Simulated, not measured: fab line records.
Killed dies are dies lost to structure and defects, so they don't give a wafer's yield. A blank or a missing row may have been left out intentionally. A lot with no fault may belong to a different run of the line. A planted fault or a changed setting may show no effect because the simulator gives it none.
fab line records	flow n5_finfet
record: lots: 5	wafers: 14	last_day: 18
route steps=1938 shown BEOL_M0@742 BEOL_M1@751 BEOL_M4@1111 PASSIVATION@1936
lots that met no fault: from a run of the same line without faults
start_h: hours from the record's opening day to when the first of the lot's shown wafers began	wait_h: hours from the lot's prior step to this one	" as in the row above	L1.1+2: a single row standing in for several wafers	- no value, or no start given	* or withheld: withheld	< > ~ a bound
route shown NAME@n: NAME is a module with steps in the file, n the number in the route of the first one	usual: the fault-free wafers' mean and standard deviation	same: alike in all rows	chamber/n: place in a boat	sites: readings site by site	_std_site: their standard deviation	_edge_site: mean of outer sites minus mean of inner sites	radius_mm: how far each site lies from the wafer's centre	mask NAME#n: copy n	behind: the tool/chamber that last shaped the wafer	hold: why the lot went on hold/how many hours it stayed there/how the hold came to an end	device: whichever transistor did not switch (one of n, p or np)	end of line: at the end of the route, the tests of the same wafers	step lacking rows: just its recipe	killed: dies that structure and defects cost at the first sort, which is not the same as the wafer's yield	map: a wafer's dies, x killed, . not, _ none there
set.NAME: the setting that was run; set.NAME@STEP: the one run at that earlier step	model.NAME: the simulator's own value behind a step, which no gauge read
lots seen at some steps along the route; tables by step, rows by wafer
services: a tool's chamber out of use, with start hour (start_h, from the record's first day; less than 0 if before it), hours out, and reason
== steps ==
step: N5_BEOL_M0_ANNEAL_119
recipe: temp_c: 225	time_s: 90	ambient: N2
step: N5_BEOL_M0_CMP_120
recipe: stop_on: SiOC	t_overpolish_s: 6.9	down_force_psi: 1	platen_rpm: 50	clearing_platen_down_force_psi: 1.5	clearing_platen_rpm: 50	post_cmp_clean: cu_alkaline	clearing_platen_pad_velocity_m_s: 0.99484	pad_velocity_m_s: 0.99484
step: N5_BEOL_M0_PRE_CLEAN_131
recipe: gas: NH3/H2	time_s: 15	temp_c: *	rf_power_w: 300
step: N5_BEOL_M0_CO_CAP_123
recipe: material: Co	target_thk_a: 20	temp_c: 200	precursor: CCTBA/H2	pressure_torr: 30	time_s: 102.1
step: N5_BEOL_M0_PRE_CLEAN_124
recipe: gas: NH3	time_s: 15	temp_c: withheld	rf_power_w: 300
step: N5_BEOL_M0_DEP_125
recipe: material: SiCN	target_thk_a: 80	temp_c: withheld	precursor: 3MS/NH3	pressure_torr: 3	rf_w: 202	time_s: 14
step: N5_BEOL_M1_ILD_DEP_00
recipe: material: SiOC	target_thk_a: 790	temp_c: 350	precursor: DEMS/O2	pressure_torr: 5	rf_w: 500	time_s: 15.3
step: N5_BEOL_M1_PECVD_72
recipe: material: SiO2	target_thk_a: 160	temp_c: 400	precursor: TEOS/O2	pressure_torr: 5.5	rf_w: 450	teos_flow_sccm: 53.8	gas: O2	flow_sccm: 3000	time_s: 18
step: N5_BEOL_M1_HM_DEP_02
recipe: material: TiN	target_thk_a: 200	temp_c: 25	chamber_pressure_pa: 0.49996
usual: throttle_valve_pct: 30.2/1.6
lot.wafer	tool	chamber	start_h	wait_h	throttle_valve_pct	model.TiN_of_BEOL_M1_HM_DEP_02.thk_nm
L230.1	pvd_sputter-03	-	157.36	0.0	27.7	19.8
L230.2	"	-	"	"	33.8	19.8
L230.6	"	-	"	"	30.1	20
L234.2	pvd_sputter-03	-	165.12	1.1	33.5	14
L234.6	"	-	"	"	33.8	19.8
L237.2	pvd_sputter-03	-	166.40	0.2	33.9	13.6
L237.4	"	-	"	"	27.5	19.6
L237.5	"	-	"	"	27.4	19.4
L243.1	pvd_sputter-03	-	203.41	0.1	27.1	13.8
L243.2	"	-	"	"	29.4	13.8
L243.6	"	-	"	"	30.2	19.8
L251.1	pvd_sputter-02	-	250.72	0.3	29.5	19.8
L251.2	"	-	"	"	31.1	20.2
L251.3	"	-	"	"	30.4	20
step: N5_BEOL_M1_COAT_61
recipe: resist: SOC	temp_c: 250	time_s: 60	spin_rpm: 1500	resist_thk_nm: 60
step: N5_BEOL_M1_COAT_62
recipe: resist: SiARC	temp_c: 220	time_s: 60	spin_rpm: 1500	resist_thk_nm: 12
step: N5_BEOL_M1_COAT_73
recipe: resist: underlayer	temp_c: 205	time_s: 60	spin_rpm: 1500	resist_thk_nm: 5
step: N5_BEOL_M1_COAT_05
recipe: resist: CAR-EUV	spin_rpm: 1500	resist_thk_nm: 30
step: N5_BEOL_M1_EBR_07
recipe: solvent: PGMEA	ebr_width_mm: 1.5
step: N5_BEOL_M1_SOFTBAKE_06
recipe: temp_c: 110	time_s: 60	resist: CAR-EUV
step: N5_BEOL_M1_EXPOSE_08
recipe: mask_id: M1	na: 0.33	source_shape: dipole	sigma_inner: 0.369	sigma_outer: 0.767	polarization: unpolarized	dose_mj: 33
step: N5_BEOL_M1_PEB_09
recipe: peb_temp_c: 100	peb_time_s: 60	resist: CAR-EUV
step: N5_BEOL_M1_DEVELOP_10
recipe: develop_time_s: 30	developer: TMAH	resist: CAR-EUV	rinse_liquid: surfactant_rinse	dry: air_spin	dev_temp_c: 23
step: N5_BEOL_M1_DESCUM_16
recipe: chemistry: O2	time_s: 7	source_power_w: 50	bias_power_w: 20	pressure_mtorr: 20	rf_frequency_hz: 2.712e+07	temp_c: 40	resist: CAR-EUV	o2_flow_sccm: 225
step: N5_BEOL_M1_ETCH_74
recipe: chemistry: N2/H2	target: underlayer	target_depth_a: 65	mask_material: CAR-EUV	time_s: 5.2	ion_energy_ev: 200	pressure_mtorr: 30	source_w: 840	bias_w: 150	n2_flow_sccm: 200	h2_flow_sccm: 200	ends: cleared
step: N5_BEOL_M1_ETCH_63
recipe: chemistry: CF4	target: SiARC	target_depth_a: 156	mask_material: CAR-EUV	time_s: 26	ion_energy_ev: 80	pressure_mtorr: 40	source_w: 545	bias_w: 36	Ar_flow_sccm: 100	cf4_flow_sccm: 100	ends: cleared
step: N5_BEOL_M1_ETCH_64
recipe: chemistry: N2/H2	target: SOC	target_depth_a: 750	overetch_a: 150	mask_material: SiARC	temp_c: 40	time_s: 112.5	ion_energy_ev: 200	pressure_mtorr: 30	source_w: 840	bias_w: 150	n2_flow_sccm: 200	h2_flow_sccm: 200
step: N5_BEOL_M1_STRIP_65
recipe: chemistry: N2/H2	temp_c: 40	n2_flow_sccm: 200	h2_flow_sccm: 200	rf_frequency_hz: 6e+07
step: N5_BEOL_M1_STRIP_75
recipe: chemistry: N2/H2	temp_c: 40	n2_flow_sccm: 200	h2_flow_sccm: 200	rf_frequency_hz: 6e+07
step: N5_BEOL_M1_STRIP_66
recipe: chemistry: CF4	resist: SiARC	power_w: 300	bias_power_w: 75	pressure_mtorr: 50	cf4_flow_sccm: 150	rf_frequency_hz: 6e+07
step: N5_BEOL_M1_HM_OPEN_17
recipe: chemistry: Cl2/BCl3	target_depth_a: 200	overetch_a: 60	target: TiN	mask_material: SOC	ion_energy_ev: 150	pressure_mtorr: 10	icp_w: 1000	bias_w: 126	Cl2_flow_sccm: 53.25	bcl3_flow_sccm: 21.75	Ar_flow_sccm: 25
usual: drypump_motor_current_A: 5.8/0.47	mfc_cl2_sccm: 53.25/0.17	oes_product_au: 0.71/0.069	throttle_valve_pct: 22.19/0.23
lot.wafer	tool	chamber	start_h	wait_h	drypump_motor_current_A	mfc_cl2_sccm	oes_product_au	rf_hours_counter_h	throttle_valve_pct	model.etch.depth_nm
L230.1	rie_metal-01	0	158.18	0.0	5.7	53.43	0.65	53	22.06	19.73
L230.2	"	1	"	"	6.3	53.20	0.61	66	22.61	19.75
L230.6	"	1	"	"	6.3	53.32	0.61	-	22.60	20
L234.2	rie_metal-02	1	166.30	0.0	6.4	53.35	0.65	11	22.36	13.92
L234.6	"	1	"	"	6.4	53.50	0.77	-	22.16	19.76
L237.2	rie_metal-02	1	167.45	0.0	6.4	53.16	0.64	11	22.36	13.69
L237.4	"	0	"	"	5.0	53.10	0.73	-	22.30	19.61
L237.5	"	0	"	"	5.0	53.14	0.73	-	22.30	19.34
L243.1	rie_metal-01	1	204.17	0.0	6.2	53.27	0.50	71	22.83	13.79
L243.2	"	0	"	"	5.7	52.68	0.53	59	22.25	13.89
L243.6	"	1	"	"	6.2	53.07	0.60	-	22.65	19.7
L251.1	rie_metal-02	0	251.96	0.0	5.1	52.96	0.72	16	22.32	19.85
L251.2	"	1	"	"	6.4	53.16	0.76	17	22.15	20.22
L251.3	"	0	"	"	5.1	53.14	0.72	-	22.30	19.99
step: N5_BEOL_M1_STRIP_19
recipe: chemistry: O2	power_w: 400	temp_c: 40	pressure_mtorr: 30	rf_frequency_hz: 6e+07	bias_power_w: 0	overash_fraction: 0.2	o2_flow_sccm: 225
step: N5_BEOL_M1_COAT_67
recipe: resist: SOC	temp_c: 250	time_s: 60	spin_rpm: 1500	resist_thk_nm: 60
step: N5_BEOL_M1_COAT_68
recipe: resist: SiARC	temp_c: 220	time_s: 60	spin_rpm: 1500	resist_thk_nm: 12
step: N5_BEOL_M1_COAT_76
recipe: resist: underlayer	temp_c: 205	time_s: 60	spin_rpm: 1500	resist_thk_nm: 5
step: N5_BEOL_M1_COAT_22
recipe: resist: CAR-EUV	spin_rpm: 1500	resist_thk_nm: 30
step: N5_BEOL_M1_EBR_24
recipe: solvent: PGMEA	ebr_width_mm: 1.5
step: N5_BEOL_M1_SOFTBAKE_23
recipe: temp_c: 110	time_s: 60	resist: CAR-EUV
step: N5_BEOL_M1_EXPOSE_25
recipe: mask_id: V0	na: 0.33	source_shape: quasar	sigma_inner: 0.2	sigma_outer: 0.8	polarization: unpolarized	defocus_nm: 5	target_cd_nm: 24	dose_mj: 63
step: N5_BEOL_M1_TRENCH_ETCH_37
recipe: chemistry: C4F6/O2	target_depth_a: 552.07	target: SiOC	time_s: 29	ion_energy_ev: 250	pressure_mtorr: 30	source_w: 355	bias_w: 185	Ar_flow_sccm: 300	C4F6_flow_sccm: 10	O2_flow_sccm: 10
usual: drypump_motor_current_A: 5.7/0.31	oes_o_777_au: 0.75/0.089	oes_product_au: 0.76/0.095	rf_vpp_V: 670/7.6	showerhead_plenum_p_Torr: 2.85/0.096	throttle_valve_pct: 20.89/0.2
lot.wafer	tool	chamber	start_h	wait_h	drypump_motor_current_A	oes_o_777_au	oes_product_au	rf_hours_counter_h	rf_vpp_V	showerhead_plenum_p_Torr	throttle_valve_pct	model.TiN_of_BEOL_M1_HM_DEP_02.thk_nm
L230.1	rie_diel-04	3	-	-	5.5	0.72	0.73	215	674	2.69	21.08	17.4
L230.2	"	2	"	"	5.8	0.68	0.68	240	662	2.82	20.88	17.4
L230.6	"	2	"	"	5.8	0.68	0.68	-	661	2.82	20.89	17.8
L234.2	rie_diel-04	1	-	-	5.9	0.69	0.72	169	674	2.96	20.80	11.6
L234.6	"	0	"	"	5.7	0.70	0.72	-	675	2.83	21.25	17.6
L237.2	rie_diel-02	1	-	-	5.8	0.67	0.66	234	666	2.94	20.90	11.4
L237.4	"	3	"	"	5.5	0.65	0.66	-	668	2.79	21.20	17.4
L237.5	"	2	"	"	5.7	0.68	0.68	-	672	2.93	20.94	17
L243.1	rie_diel-02	1	-	-	5.8	0.66	0.66	248	666	2.93	20.91	11.6
L243.2	"	0	"	"	5.3	0.72	0.71	194	671	2.69	20.80	11.6
L243.6	"	1	"	"	5.8	0.66	0.65	-	664	2.93	20.91	17.4
L251.1	rie_diel-04	3	-	-	5.5	0.71	0.69	238	674	2.68	21.09	17.6
L251.2	"	0	"	"	5.7	0.69	0.70	204	676	2.83	21.28	18
L251.3	"	2	"	"	5.8	0.90	0.94	8	660	2.82	20.60	17.6
step: N5_BEOL_M4_RC_MEAS_101
usual: DIBL_N: 35.6/1.7	DIBL_P: 35.0/2	IOFF_N: 0.148/0.027	IOFF_P: 0.19/0.032	ION_N: 671/14	ION_P: 460/9.1	SS_N: 71.3/0.62	SS_P: 73.0/0.64	VT_N: 251/3.2	VT_P: -251.5/2.9
lot.wafer	tool	chamber	start_h	wait_h	DIBL_N[mV/V]	DIBL_P[mV/V]	IOFF_N[nA/um]	IOFF_P[nA/um]	ION_N[uA/um]	ION_P[uA/um]	SS_N[mV/dec]	SS_P[mV/dec]	VT_N[mV]	VT_P[mV]
L230.1	prober-02	0	199.78	0.0	35.3	35.6	0.144	0.17	665	456	70.9	73.0	252	-251.6
L230.2	"	0	"	"	35.4	36.0	0.151	0.18	679	456	70.8	73.7	250	-251.5
L230.6	"	0	"	"	32.9	33.6	0.115	0.15	676	458	70.5	73.3	255	-253.2
L237.2	prober-02	0	215.76	0.2	35.3	34.3	0.155	0.19	677	456	71.8	73.3	249	-252.8
L237.4	"	0	"	"	33.4	31.3	0.121	0.15	666	453	70.4	71.9	253	-255.4
L237.5	"	0	"	"	34.8	33.3	0.147	0.18	687	465	70.6	72.7	249	-249.8
L234.2	prober-01	0	245.07	0.2	33.0	33.4	0.124	0.16	669	451	70.9	71.9	250	-253.5
L234.6	"	0	"	"	33.6	35.3	0.132	0.18	665	453	71.1	72.7	251	-250.8
L243.1	prober-01	0	275.50	0.0	38.2	36.9	0.191	0.24	690	471	71.5	73.9	246	-249.2
L243.2	"	0	"	"	39.2	38.3	0.219	0.26	678	466	71.3	74.0	246	-247.0
L243.6	"	0	"	"	36.8	35.6	0.172	0.22	689	468	70.8	74.6	247	-248.6
L251.1	prober-02	0	308.39	0.0	34.3	32.2	0.131	0.17	661	456	71.4	72.9	250	-251.8
L251.2	"	0	"	"	38.1	37.4	0.208	0.26	696	476	72.1	73.8	245	-246.6
L251.3	"	0	"	"	35.2	33.9	0.154	0.19	671	462	71.3	73.0	247	-250.4
step: N5_PASSIVATION_PROBE_49
usual: defect_limited_yield: 91.2/1.6	killed_at_M0_to_M3: 35/11	killed_at_M4_up: 14/5.4	killed_at_contacts: 13/6	killed_at_front_end: 38/11	killed_at_other: 3.4/2.6	killed_dies: 104/19	killed_open: 68/13	killed_short: 34/8.5	sort_bin_5_function: 5.1/1	sort_bin_6_memory: 3.3/0.72	sort_n_pass: 1075/22	sort_yield_pct: 91.1/1.9
same: gross_dies: 1180	killed_at_back_side: 0	sort_bin_4_leakage[%]: 0	sort_bin_8_speed[%]: 0
lot.wafer	tool	chamber	start_h	wait_h	defect_limited_yield[%]	killed_at_M0_to_M3	killed_at_M4_up	killed_at_contacts	killed_at_front_end	killed_at_other	killed_dies	killed_open	killed_short	sort_bin_5_function[%]	sort_bin_6_memory[%]	sort_n_pass	sort_yield_pct[%]
L230.1	prober-01	-	315.08	0.0	89.1	52	22	15	39	1	129	81	37	6.6	3.3	1051	89.1
L230.2	prober-01	-	315.13	0.1	92.6	41	6	20	15	5	87	54	32	3.7	3.3	1093	92.6
L230.6	prober-01	-	315.33	0.3	90.2	46	15	16	35	4	116	75	38	5.7	3.9	1064	90.2
L237.2	prober-01	-	333.53	0.1	91.4	41	22	4	34	1	102	70	32	4.8	3.6	1078	91.4
L237.4	prober-01	-	333.63	0.2	91.1	37	10	15	40	3	105	69	30	4.9	3.2	1075	91.1
L237.5	prober-01	-	333.68	0.2	93.3	29	14	4	30	2	79	49	29	4.5	2.0	1101	93.3
L234.2	prober-01	-	353.84	0.1	92.9	24	18	12	26	4	84	57	27	4.5	2.5	1096	92.9
L234.6	prober-01	-	354.04	0.3	90.1	41	15	16	44	1	117	73	44	5.7	3.9	1063	90.1
killed by level:class
L230.1 BEOL_M0_SAQP:geometric_particle:open=12 MOL_CONTACT_COAG:geometric_particle:open=11 BEOL_M2:geometric_particle:open=9 BEOL_M3:geometric_particle:open=8 HKMG_FIN:area_etch=8 BEOL_M0_SAQP:geometric_particle:short=7 BEOL_M1:geometric_particle:open=6 BEOL_M4:geometric_particle:open=6
L230.2 MOL_CONTACT_COAG:geometric_particle:open=14 BEOL_M3:geometric_particle:open=13 BEOL_M1:geometric_particle:open=7 BEOL_M2:geometric_particle:short=7 BEOL_M0:geometric_particle:open=6 MOL_CONTACT_COAG:geometric_particle:short=6 STARTING-WAFER:geometric_particle:short=4 FIN_SAQP:geometric_particle:open=3
L230.6 BEOL_M3:geometric_particle:open=15 MOL_CONTACT_COAG:geometric_particle:open=13 STI_FIN_REVEAL:geometric_particle:open=8 GATE_CUT:geometric_particle:short=6 BEOL_M0_SAQP:geometric_particle:open=5 BEOL_M0:geometric_particle:open=5 BEOL_M4:geometric_particle:open=5 FIN_SAQP:geometric_particle:open=4
L237.2 BEOL_M4:geometric_particle:open=11 BEOL_M0_SAQP:geometric_particle:short=9 BEOL_M3:geometric_particle:open=9 FIN_SAQP:geometric_particle:short=7 BEOL_M0_SAQP:geometric_particle:open=7 BEOL_M2:geometric_particle:open=7 FIN_SAQP:geometric_particle:open=6 STI_FIN_REVEAL:geometric_particle:open=4
L237.4 MOL_CONTACT_COAG:geometric_particle:open=11 BEOL_M2:geometric_particle:open=9 BEOL_M3:geometric_particle:open=8 BEOL_M1:geometric_particle:open=7 FIN_SAQP:geometric_particle:open=5 GATE_CUT:geometric_particle:short=5 BEOL_M2:geometric_particle:short=5 BEOL_M4:geometric_particle:open=5
L237.5 BEOL_M3:geometric_particle:open=11 FIN_SAQP:geometric_particle:short=8 BEOL_M0_SAQP:geometric_particle:short=6 GATE_CUT:geometric_particle:open=5 DUMMY_GATE:geometric_particle:open=4 GATE_CUT:geometric_particle:short=4 BEOL_M0_SAQP:geometric_particle:open=4 BEOL_M2:geometric_particle:open=4
L234.2 BEOL_M0_SAQP:geometric_particle:open=13 BEOL_M4:geometric_particle:open=11 MOL_CONTACT_COAG:geometric_particle:open=10 BEOL_M0_SAQP:geometric_particle:short=8 FIN_SAQP:geometric_particle:short=5 FIN_SAQP:geometric_particle:open=4 STI_FIN_REVEAL:geometric_particle:open=4 DUMMY_GATE:geometric_particle:open=3
L234.6 BEOL_M0_SAQP:geometric_particle:open=14 MOL_CONTACT_COAG:geometric_particle:open=14 BEOL_M0_SAQP:geometric_particle:short=12 FIN_SAQP:geometric_particle:short=7 BEOL_M1:geometric_particle:open=7 FIN_SAQP:geometric_particle:open=6 BEOL_M4:geometric_particle:open=6 STI_FIN_REVEAL:geometric_particle:open=5
== services ==
tool	chamber	start_h	hours	kind
rie_diel-02	3	158.29	9.1	repair
pvd_sputter-02	-	159.51	2.8	repair
rie_diel-02	3	186.90	-	clean
rie_diel-02	3	186.90	-	consumable_replace:focus_ring
rie_diel-02	3	186.90	19.3	scheduled_down
rie_diel-02	3	186.90	19.3	vent_cycle
rie_diel-02	1	189.70	2.6	repair
rie_diel-04	2	193.49	-	clean
rie_diel-04	2	193.49	-	consumable_replace:focus_ring
rie_diel-04	2	193.49	13.0	scheduled_down
rie_diel-04	2	193.49	13.0	vent_cycle
rie_diel-02	2	206.43	-	clean
rie_diel-02	2	206.43	-	consumable_replace:focus_ring
rie_diel-02	2	206.43	20.5	scheduled_down
rie_diel-02	2	206.43	20.5	vent_cycle
pvd_sputter-02	-	207.13	4.6	repair
rie_diel-04	0	207.73	1.7	repair
rie_diel-02	1	228.55	-	clean
rie_diel-02	1	228.55	-	consumable_replace:focus_ring
rie_diel-02	1	228.55	24.3	scheduled_down
rie_metal-02	-	235.86	2.8	pm
pvd_sputter-03	-	239.40	1.2	repair
rie_diel-04	2	240.24	10.5	repair
rie_metal-01	-	242.61	0.2	repair
== key ==
first_sign none at tools or gauges
model_effect: step: N5_BEOL_M1_HM_DEP_02	value: TiN_of_BEOL_M1_HM_DEP_02.thk_nm	without: 19.55	struck: 13.8
model_effect: step: N5_BEOL_M1_HM_OPEN_17	value: etch.depth_nm	without: 19.59	struck: 13.82
model_effect: step: N5_BEOL_M1_TRENCH_ETCH_37	value: TiN_of_BEOL_M1_HM_DEP_02.thk_nm	without: 17.3	struck: 11.55
met_at N5_BEOL_M1_HM_DEP_02
struck_wafers L234.2,L237.2,L243.1,L243.2
onset_between 157.36 165.12
fault: kind: process_parameter_drift	tool: pvd_sputter-03	chamber: -	onset_h: 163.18	steps: N5_BEOL_M1_HM_DEP_02	channel: target_thk_a	offset: *	shape: step	end_h: 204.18	scope: struck_wafers_only	acts_in: *	stated: *
